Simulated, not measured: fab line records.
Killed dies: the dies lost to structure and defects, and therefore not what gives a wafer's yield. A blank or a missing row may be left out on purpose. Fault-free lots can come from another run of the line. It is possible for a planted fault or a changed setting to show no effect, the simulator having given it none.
Split-lot experiment + flow n5_finfet + 7 lots, 39 wafers read, on a route of 1938 steps

## ON THE SPLIT
At N5_ZERO_LAYER_DEVELOP_10 (develop time 60 s), the setting develop_time_s was moved away from the recipe's 60 s on 12 of the 39 wafers read, by -52.4% to +52.2%. All remaining wafers had this setting at the recipe value.

## FROM THE SPLIT ON TO THE READING: in between, the file shows 1 step
- N5_ZERO_LAYER_HARDBAKE_23: time 120 s

## THE READING
At N5_ZERO_LAYER_CD_MEAS_11: cd_nm in nanometres, against a target cd of 2000 nm. Fault-free wafers of this fab line usually give 1999.8 nm, standard deviation 2.6 nm.

| wafer  | tool, chamber at the split | develop_time_s as run, s | against the recipe | cd_nm, nm | against lot-mates on the recipe |
|--------|----------------------------|--------------------------|--------------------|-----------|---------------------------------|
| L076.2 | litho_track-02, 0          | 60                       | recipe             | 2003.0    | -                               |
| L076.5 | litho_track-02, 0          | 60                       | recipe             | 1999.2    | -                               |
| L076.6 | litho_track-02, 0          | 60                       | recipe             | 1999.8    | -                               |
| L080.1 | litho_track-05, 0          | 60                       | recipe             | 1996.2    | -                               |
| L080.2 | litho_track-05, 0          | 60                       | recipe             | 1999.0    | -                               |
| L080.3 | litho_track-05, 0          | 28.56                    | -52.4%             | 1981.6    | -15.2                           |
| L080.4 | litho_track-05, 0          | 28.56                    | -52.4%             | 1979.4    | -17.4                           |
| L080.5 | litho_track-05, 0          | 28.56                    | -52.4%             | 1982.2    | -14.6                           |
| L080.6 | litho_track-05, 0          | 60                       | recipe             | 1995.3    | -                               |
| L083.1 | litho_track-05, 0          | 91.34                    | +52.2%             | 2006.1    | +5.9                            |
| L083.2 | litho_track-05, 0          | 60                       | recipe             | 2001.9    | -                               |
| L083.3 | litho_track-05, 0          | 60                       | recipe             | 2000.6    | -                               |
| L083.4 | litho_track-05, 0          | 60                       | recipe             | 1998.1    | -                               |
| L083.5 | litho_track-05, 0          | 91.34                    | +52.2%             | 2009.3    | +9.1                            |
| L083.6 | litho_track-05, 0          | 91.34                    | +52.2%             | 2006.1    | +5.9                            |
| L084.1 | litho_track-05, 0          | 60                       | recipe             | 1997.8    | -                               |
| L084.2 | litho_track-05, 0          | 60                       | recipe             | 1998.0    | -                               |
| L084.3 | litho_track-05, 0          | 60                       | recipe             | 2000.1    | -                               |
| L084.4 | litho_track-05, 0          | 60                       | recipe             | 1998.5    | -                               |
| L084.5 | litho_track-05, 0          | 60                       | recipe             | 1996.0    | -                               |
| L084.6 | litho_track-05, 0          | 60                       | recipe             | 1997.1    | -                               |
| L085.1 | litho_track-05, 0          | 60                       | recipe             | 1996.6    | -                               |
| L085.2 | litho_track-05, 0          | 60                       | recipe             | 1997.3    | -                               |
| L085.3 | litho_track-05, 0          | 60                       | recipe             | 1995.1    | -                               |
| L085.4 | litho_track-05, 0          | 60                       | recipe             | 2001.3    | -                               |
| L085.5 | litho_track-05, 0          | 60                       | recipe             | 1998.9    | -                               |
| L085.6 | litho_track-05, 0          | 60                       | recipe             | 1996.3    | -                               |
| L088.1 | litho_track-05, 0          | 35.3                     | -41.2%             | 1984.9    | -14.3                           |
| L088.2 | litho_track-05, 0          | 60                       | recipe             | 1997.0    | -                               |
| L088.3 | litho_track-05, 0          | 35.3                     | -41.2%             | 1985.4    | -13.8                           |
| L088.4 | litho_track-05, 0          | 60                       | recipe             | 2002.0    | -                               |
| L088.5 | litho_track-05, 0          | 60                       | recipe             | 1998.6    | -                               |
| L088.6 | litho_track-05, 0          | 35.3                     | -41.2%             | 1985.6    | -13.6                           |
| L089.1 | litho_track-05, 0          | 49.73                    | -17.1%             | 1994.1    | -3.9                            |
| L089.2 | litho_track-05, 0          | 60                       | recipe             | 1996.1    | -                               |
| L089.3 | litho_track-05, 0          | 60                       | recipe             | 2000.7    | -                               |
| L089.4 | litho_track-05, 0          | 49.73                    | -17.1%             | 1993.6    | -4.4                            |
| L089.5 | litho_track-05, 0          | 60                       | recipe             | 1997.2    | -                               |
| L089.6 | litho_track-05, 0          | 49.73                    | -17.1%             | 1994.2    | -3.8                            |

FIT RESULTS
A straight line over all 39 wafers: cd_nm changes by +0.259 nm for each +1% of develop_time_s; r = +0.93; the points scatter about the line by 2.5 nm.
The same after taking each lot's own level away (the mean of its wafers on the recipe; 39 wafers): +0.238 nm for each +1%; r = +0.92; scatter 2.5 nm.
That fit puts the effect of the largest move of develop_time_s on the reading at 12 nm.
Measured against the standard deviation above, the lots' own levels, which go from 1996.83 to 2000.67 nm, span 1.5 times it.
The two slopes agree, so the slope changes little with the lot-to-lot level.
Check: with one of the wafers moved furthest among these (-52.4%) left out of the fit, the line predicts -13.2 nm for it against its lot-mates. Against them it came out at -15.2 nm.

## THE WHOLE CHAIN: every reading that the file lists as answering this split, in the file's order
| step                     | what it does                                        | reading                                                           | change (the file's fit)               | r (the file's) |
|--------------------------|-----------------------------------------------------|-------------------------------------------------------------------|---------------------------------------|----------------|
| N5_ZERO_LAYER_CD_MEAS_11 | target cd 2000 nm                                   | cd_nm                                                             | +0.245 nm for each +1% of the setting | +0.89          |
| N5_ZERO_LAYER_DESCUM_16  | chemistry O2, time 7.9 s                            | ZERO_LAYER.cd_nm (the simulator's own value, which no gauge read) | +0.234 nm for each +1% of the setting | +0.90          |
| N5_ZERO_LAYER_ETCH_17    | etches SiO2 in CF4, target depth 12 nm, time 13.3 s | ZERO_LAYER.cd_nm (the simulator's own value, which no gauge read) | +0.244 nm for each +1% of the setting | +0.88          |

## FILE'S OWN FIT
cd_nm changes by +0.245 nm for each +1% of develop_time_s, r = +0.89.
